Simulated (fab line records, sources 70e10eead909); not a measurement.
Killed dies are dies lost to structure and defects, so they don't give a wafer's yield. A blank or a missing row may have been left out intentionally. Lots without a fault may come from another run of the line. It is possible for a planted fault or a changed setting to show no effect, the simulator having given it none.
Chamber matching :: flow nand_harc :: 4 sister chambers for NHARC_P_STI_DESCUM_14 on rie_diel-08
The step chemistry O2, time 3 s. 4 wafers are shown with their chamber, then 8 later ones without.

## WAFERS PAIRED WITH THEIR CHAMBERS
wafer: L988.3
chamber: 0
showerhead_plenum_p_Torr (Torr): 1.99

wafer: L989.2
chamber: 3
showerhead_plenum_p_Torr (Torr): 1.94

wafer: L989.5
chamber: 1
showerhead_plenum_p_Torr (Torr): 1.89

wafer: L992.1
chamber: 2
showerhead_plenum_p_Torr (Torr): 1.94

## WAFERS WITHOUT THEIR CHAMBER
wafer: L992.3
showerhead_plenum_p_Torr (Torr): 1.94

wafer: L992.6
showerhead_plenum_p_Torr (Torr): 1.94

wafer: L994.2
showerhead_plenum_p_Torr (Torr): 1.94

wafer: L994.4
showerhead_plenum_p_Torr (Torr): 1.89

wafer: L994.6
showerhead_plenum_p_Torr (Torr): 1.89

wafer: L105.1
showerhead_plenum_p_Torr (Torr): 1.94

wafer: L105.4
showerhead_plenum_p_Torr (Torr): 1.93

wafer: L105.5
showerhead_plenum_p_Torr (Torr): 1.89

## WHICH CHAMBER EACH ONE RAN IN
wafer: L992.3
from the rows above: can't be placed: 2 or 3
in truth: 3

wafer: L992.6
from the rows above: can't be placed: 2 or 3
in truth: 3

wafer: L994.2
from the rows above: can't be placed: 2 or 3
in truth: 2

wafer: L994.4
from the rows above: 1
in truth: 1

wafer: L994.6
from the rows above: 1
in truth: 1

wafer: L105.1
from the rows above: can't be placed: 2 or 3
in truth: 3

wafer: L105.4
from the rows above: can't be placed: 2 or 3
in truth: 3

wafer: L105.5
from the rows above: 1
in truth: 1
Correct placement for 3 of the 8. Not placeable from these rows: 5 (in 5, the candidates include the true chamber). 0 placed wrongly.
How it was worked out, from the rows above alone: a wafer's distance from a chamber is the root of the sum, over the readings, of the square of ((its reading less the chamber's mean) divided by the reading's scatter). If the next closest chamber is less than 2 further off than the closest, the wafer can't be placed; otherwise it belongs to the closest. Each chamber's mean is taken over the wafers shown for it. The scatter (one wafer shown for each chamber): square how far every hidden wafer sits from the nearest shown wafer, average those squares and take the square root.
